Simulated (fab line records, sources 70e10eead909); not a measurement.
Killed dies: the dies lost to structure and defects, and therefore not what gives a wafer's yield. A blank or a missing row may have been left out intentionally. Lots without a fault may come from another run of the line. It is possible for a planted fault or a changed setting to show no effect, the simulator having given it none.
What tool caused it?    flow nand harc    14 lots, 42 wafers sampled, at 5 steps of a route of 1302

WHAT THE GAUGES SHOWED, per wafer
NHARC_A_M0_OVL_MEAS_10: pitch 160 nm. Usual: overlay x nm -0.1 nm, standard deviation 0.78; overlay y nm 0.2 nm, standard deviation 0.69.
lot   measured      on          overlay x nm (nm)  overlay y nm (nm)  flag
L799  day 23 01:31  overlay-01  -1.0 -1.3 -0.9     -0.8 -0.6 -0.6     
L801  day 23 14:16  overlay-01  -0.2 -0.5 -0.3     -0.4 0.1 0.0       
L804  day 25 14:57  overlay-02  -1.1 -1.4 -0.7     -0.6 0.1 -0.6      
L805  day 26 03:35  overlay-02  0.4 0.3 -0.3       0.6 1.1 1.0        
L809  day 26 08:11  overlay-01  -1.5 -1.8 -1.7     -0.2 -0.5 -0.1     
L806  day 26 10:10  overlay-02  -1.0 -0.5 -0.4     -0.5 -0.7 -0.4     
L810  day 26 14:38  overlay-01  0.6 1.4 1.0        1.9 1.3 2.1        
L813  day 28 21:04  overlay-01  0.4 0.9 -0.3       -0.4 -1.2 -0.7     
L815  day 29 22:28  overlay-02  0.7 1.0 1.0        1.8 1.2 1.7        
L816  day 30 15:34  overlay-02  0.1 0.1 0.7        0.1 -0.3 -0.6      
L818  day 30 21:35  overlay-02  -0.4 -0.7 -0.7     -0.1 -0.1 -0.2     
L819  day 31 06:11  overlay-01  0.4 0.6 0.6        1.3 0.2 0.9        
L821  day 32 03:58  overlay-01  0.3 0.3 0.0        0.7 0.7 1.2        
L820  day 33 15:16  overlay-02  1.0 1.5 1.8        0.4 0.5 0.4        

NHARC_END_SORT_01. Usual: defect limited yield 90.8 %, standard deviation 2.2; killed at array 58, standard deviation 15; killed at other 0.8, standard deviation 1.2; killed at periphery 3.5, standard deviation 2.5; killed dies 62, standard deviation 15; killed open 3.2, standard deviation 1.7; killed short 2.4, standard deviation 1.5.
lot   measured      on         defect limited yield (%)  killed at array  killed at other  killed at periphery  killed dies  killed open  killed short  flag
L805  day 27 20:07  prober-02  0 0 0                     667 671 669      2 1 1            8 5 7                677 677 677  8 4 2        3 3 2         OFF
L809  day 27 23:59  prober-01  0 0 0                     667 672 670      0 0 1            10 5 6               677 677 677  3 5 2        2 2 1         OFF

WHICH TOOL RAN EACH LOT (tool, then ch and the chambers of the sampled wafers, then the start)
lot   NHARC_A_BLC_DEGAS_30          NHARC_A_BLC_CVD_24                        NHARC_A_M0_DEP_00
L799  pvd sputter-02, day 22 23:11  cvd w-01 ch 0,1, day 23 00:35 or earlier  pecvd-04 ch 0,1,2, day 23 00:35
L801  pvd sputter-02, day 23 11:53  cvd w-01 ch 0,1, day 23 13:23 or earlier  pecvd-03 ch 1,2, day 23 13:23
L804  pvd sputter-03, day 25 12:34  cvd w-02 ch 0,1, day 25 14:01 or earlier  pecvd-03 ch 1,2, day 25 14:01
L805  pvd sputter-01, day 26 01:10  cvd w-01 ch 1, day 26 02:42 or earlier    pecvd-04 ch 0,1,2, day 26 02:42
L809  pvd sputter-01, day 26 05:56  cvd w-02 ch 0,1, day 26 07:23 or earlier  pecvd-04 ch 0,1,2, day 26 07:23
L806  pvd sputter-01, day 26 07:47  cvd w-01 ch 0, day 26 09:15 or earlier    pecvd-03 ch 0,1, day 26 09:15
L810  pvd sputter-02, day 26 12:16  cvd w-01 ch 0,1, day 26 13:46 or earlier  pecvd-04 ch 0,1,2, day 26 13:46
L813  pvd sputter-03, day 28 18:44  cvd w-01 ch 0,1, day 28 20:19 or earlier  pecvd-04 ch 0,1, day 28 20:19
L815  pvd sputter-01, day 29 20:14  cvd w-01 ch 0,1, day 29 21:40 or earlier  pecvd-04 ch 0,1, day 29 21:40
L816  pvd sputter-01, day 30 13:20  cvd w-01 ch 0,1, day 30 14:50 or earlier  pecvd-03 ch 0,1, day 30 14:50
L818  pvd sputter-03, day 30 19:19  cvd w-01 ch 0,1, day 30 20:47 or earlier  pecvd-02 ch 1,2, day 30 20:47
L819  pvd sputter-03, day 31 03:58  cvd w-01 ch 0,1, day 31 05:26 or earlier  pecvd-02 ch 0,1,2, day 31 05:26
L821  pvd sputter-02, day 32 01:34  cvd w-01 ch 0,1, day 32 03:02 or earlier  pecvd-02 ch 0,1,2, day 32 03:02
L820  pvd sputter-01, day 33 12:52  cvd w-01 ch 0,1, day 33 14:23 or earlier  pecvd-03 ch 0,1,2, day 33 14:23
- NHARC_A_BLC_DEGAS_30: time 60 s.
- NHARC_A_BLC_CVD_24: deposits W, target thk 150 nm, time 434 s.
- NHARC_A_M0_DEP_00: deposits SiOC, target thk 150 nm.

WHAT THE TOOLS THEMSELVES READ (means of the sampled wafers that have a number; where no wafer has one, the mark that the record gives instead)
NHARC_A_BLC_DEGAS_30. Usual: heater power w 466 W, standard deviation 43.
lot   tool            heater power w (W)  flag
L799  pvd sputter-02  439                 
L801  pvd sputter-02  428                 
L804  pvd sputter-03  510                 
L805  pvd sputter-01  481                 
L809  pvd sputter-01  445                 
L806  pvd sputter-01  457                 
L810  pvd sputter-02  473                 
L813  pvd sputter-03  505                 
L815  pvd sputter-01  439                 
L816  pvd sputter-01  452                 
L818  pvd sputter-03  483                 
L819  pvd sputter-03  456                 
L821  pvd sputter-02  442                 
L820  pvd sputter-01  474                 

NHARC_A_BLC_CVD_24. Usual: heater power w 469 W, standard deviation 38; throttle valve pct 7.69 %, standard deviation 0.21.
lot   tool      heater power w (W)  throttle valve pct (%)  flag
L799  cvd w-01  478                 7.69                    
L801  cvd w-01  477                 7.76                    
L804  cvd w-02  441                 7.49                    
L805  cvd w-01  530                 7.99                    
L809  cvd w-02  436                 7.72                    
L806  cvd w-01  440                 7.71                    
L810  cvd w-01  473                 7.57                    
L813  cvd w-01  502                 7.79                    
L815  cvd w-01  481                 7.71                    
L816  cvd w-01  504                 7.75                    
L818  cvd w-01  480                 7.83                    
L819  cvd w-01  484                 7.66                    
L821  cvd w-01  456                 7.65                    
L820  cvd w-01  459                 7.80                    

NHARC_A_M0_DEP_00. Usual: chamber pressure Torr 5.000 Torr, standard deviation 0.011; rf fwd power W 598.9 W, standard deviation 1.9.
lot   tool      chamber pressure Torr (Torr)  rf fwd power W (W)  flag
L799  pecvd-04  4.999                         600.1               
L801  pecvd-03  4.998                         598.2               
L804  pecvd-03  5.000                         599.2               
L805  pecvd-04  -                             -                   OFF
L809  pecvd-04  -                             -                   OFF
L806  pecvd-03  -                             -                   OFF
L810  pecvd-04  5.008                         599.1               
L813  pecvd-04  5.007                         597.5               
L815  pecvd-04  4.996                         599.6               
L816  pecvd-03  4.991                         599.3               
L818  pecvd-02  4.991                         598.8               
L819  pecvd-02  4.987                         600.1               
L821  pecvd-02  4.998                         600.5               
L820  pecvd-03  5.011                         599.4               

THE ANSWER, worked out from the rows above alone
Rule: take the mean of a lot's wafers that have a number; if it is more than 3 standard deviations from the usual mean, the lot is off. Also off: a lot with no number at a reading for which 4 or more lots have one. The other lots that the step has rows for count as sound. Order of review: gauges by route order, followed by the tools' own readings, for which a lot's mean as printed above is used. The first step at which some lot is off is used, and at that step the reading that is off furthest; a lot without a number counts as furthest.
Off, at NHARC_END_SORT_01 on defect limited yield: L805, L809. Neither off nor sound, because the step has no rows for them: L799, L801, L804, L806, L810, L813, L815, L816, L818, L819, L821, L820.
A tool fits if, at a process step before that reading, it ran every lot that is off, and no sound lot after the first of them. Not tried: the gauges at NHARC_END_SORT_01; whatever is off there is also off at NHARC_A_M0_DEP_00, on other tools, and gauge error can't account for it. NHARC_A_BLC_CVD_24 gives no start for some lots, so the hours and the order of its lots are those of NHARC_A_M0_DEP_00. Undecided on this evidence; 2 tools fit (pvd sputter-01 at NHARC_A_BLC_DEGAS_30, pecvd-04 at NHARC_A_M0_DEP_00).

WHAT THE SIMULATOR HAD PUT IN
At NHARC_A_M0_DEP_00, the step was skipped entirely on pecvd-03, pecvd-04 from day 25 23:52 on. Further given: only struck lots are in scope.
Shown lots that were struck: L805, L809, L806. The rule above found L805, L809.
